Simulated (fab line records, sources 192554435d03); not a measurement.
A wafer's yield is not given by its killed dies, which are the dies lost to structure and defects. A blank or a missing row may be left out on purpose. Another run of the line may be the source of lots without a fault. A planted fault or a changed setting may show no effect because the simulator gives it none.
A lot that was struck, set against a sound lot -- flow n5Finfet -- 41 out of 1938 route steps
Sound: these wafers, L388.2, L388.5, L388.6. Wafers L393.1, L393.4, L393.5 were the ones struck. At the end, the cause is stated.
Order at every step that has rows: each side's tool, ch and its chambers, its first start. Under that, the readings that differ: sound wafers -- struck wafers -- difference of the means -- sigmas: that difference in standard deviations of wafers without a fault.
alike: readings with means less than 2 such deviations apart, plus words and numbers identical on both sides. not compared: withheld readings, readings lacking a value on some wafer, bounds such as >300 that could conceal the same value, and numbers that have no deviation in the record and whose values overlap.
A row with sigmas, a row that says differs or no value, or rows on one side alone: a step with any of these is where the two part. Numbers that have no deviation but don't overlap get no sigmas and don't part them. A reading that every wafer of one side lacks parts them only if that side has two wafers or more.

first, 12 steps without rows for these wafers: N5_BEOL_M4_SURFACE_TREAT_85; N5_BEOL_M4_CVD_47 (deposits Co from CCTBA/H2, target thk 3 nm, time 223.8 s); N5_BEOL_M4_SPUTTER_48 (material Cu, target thk 4.5 nm, time 8.29 s); N5_BEOL_M4_ANNEAL_49 (time 240 s); N5_BEOL_M4_SPUTTER_79 (material Cu, target thk 4.5 nm, time 8.29 s); N5_BEOL_M4_ANNEAL_80 (time 240 s); N5_BEOL_M4_SPUTTER_81 (material Cu, target thk 4.5 nm, time 8.29 s); N5_BEOL_M4_ANNEAL_82 (time 240 s); N5_BEOL_M4_SPUTTER_86 (material Cu, target thk 4.5 nm, time 8.29 s); N5_BEOL_M4_ANNEAL_87 (time 240 s); N5_BEOL_M4_SPUTTER_88 (material Cu, target thk 4.5 nm, time 8.29 s); N5_BEOL_M4_ANNEAL_89 (time 240 s).
N5_BEOL_M4_SPUTTER_90: material Cu, target thk 4.5 nm, time 8.29 s.
  sound on pvdSputter-03, day 12 03:06; struck on pvdSputter-03, day 13 05:58
  alike: chuckSensorTempC, throttleValvePct
then, 1 step without rows for these wafers: N5_BEOL_M4_ANNEAL_91 (time 240 s).
N5_BEOL_M4_SPUTTER_92: material Cu, target thk 4.5 nm, time 8.29 s.
  sound on pvdSputter-03, day 12 03:19; struck on pvdSputter-03, day 13 06:11
  alike: chuckSensorTempC, throttleValvePct
N5_BEOL_M4_ANNEAL_93: time 240 s.
  sound on pvdSputter-03, day 12 03:24; struck on pvdSputter-03, day 13 06:16
  alike: heaterPowerW
then, 2 steps without rows for these wafers: N5_BEOL_M4_SPUTTER_94 (material Cu, target thk 4.5 nm, time 8.29 s); N5_BEOL_M4_ANNEAL_95 (time 240 s).
N5_BEOL_M4_SPUTTER_96: material Cu, target thk 4.5 nm, time 8.29 s.
  sound on pvdSputter-03, day 12 03:46; struck on pvdSputter-03, day 13 06:38
  alike: chuckSensorTempC, throttleValvePct
then, 1 step without rows for these wafers: N5_BEOL_M4_ECD_50 (material Cu, target thk 300 nm).
N5_BEOL_M4_ANNEAL_51: time 90 s.
  sound on rtpAnneal-02 ch 0, day 12 04:14; struck on rtpAnneal-02 ch 0, day 13 06:50
  alike: wafer_temp_C_max
then, 5 steps without rows for these wafers: N5_BEOL_M4_CMP_52 (polishes, stops on SiOC, t overpolish 6.8 s, target thk 40 nm); N5_BEOL_M4_PRE_CLEAN_60 (time 15 s); N5_BEOL_M4_CO_CAP_55 (material Co, precursor CCTBA/H2, target thk 2 nm, time 102.1 s); N5_BEOL_M4_PRE_CLEAN_56 (time 15 s); N5_BEOL_M4_DEP_57 (deposits SiCN from 3MS/NH3, target thk 8 nm, time 14 s).
N5_BEOL_M4_RS_MEAS_58: measures by four-point-probe.
  sound on filmMetro-01, day 12 05:03; struck on filmMetro-02, day 13 07:41
  alike: M4_RS
N5_BEOL_M4_RC_MEAS_101:
  sound on prober-01 ch 0, day 12 05:16; struck on prober-01 ch 0, day 13 07:44
  alike: DIBL_N, DIBL_P, IOFF_N, IOFF_P, ION_N, ION_P, SS_N, SS_P, VT_N, VT_P
then, 2 steps without rows for these wafers: N5_BEOL_M5_ILD_DEP_00 (deposits SiCOH lowk from DEMS/porogen, target thk 140.64 nm, time 25.9 s); N5_BEOL_M5_CURE_79 (cures SiCOH lowk, time 240 s).
N5_BEOL_M5_THK_MEAS_01:
  sound on filmMetro-01, day 12 06:39; struck on filmMetro-01, day 13 09:17
  alike: M5_ILD_THK
then, 1 step without rows for these wafers: N5_BEOL_M5_PECVD_70 (deposits SiO2 from TEOS/O2, target thk 16 nm, time 18 s).
N5_BEOL_M5_HM_DEP_02: deposits TiN, target thk 20 nm.
  sound on pvdSputter-02, day 12 06:58; struck on pvdSputter-01, day 13 09:53
  alike: throttleValvePct
then, 7 steps without rows for these wafers: N5_BEOL_M5_COAT_59 (time 60 s, resist thk 60 nm); N5_BEOL_M5_COAT_60 (time 60 s, resist thk 12 nm); N5_BEOL_M5_COAT_71 (time 60 s, resist thk 5 nm); N5_BEOL_M5_COAT_05 (resist thk 30 nm); N5_BEOL_M5_EBR_07; N5_BEOL_M5_SOFTBAKE_06 (time 60 s); N5_BEOL_M5_EXPOSE_08 (exposes mask M5, target cd 28 nm).
-- a jump in the record: the struck wafers' starts before and after are 4 days apart (it breaks off in module BEOL_M5 and resumes in module PASSIVATION, where the first step shown is number 1936 of the route) --
N5_PASSIVATION_PROBE_49:
  rows exist in the record for the struck wafers here (prober-02, day 17 19:05), but not for the sound ones

WHERE THEY PART
Only at N5_PASSIVATION_PROBE_49, within this record.

WHY: what had been put in by the simulator
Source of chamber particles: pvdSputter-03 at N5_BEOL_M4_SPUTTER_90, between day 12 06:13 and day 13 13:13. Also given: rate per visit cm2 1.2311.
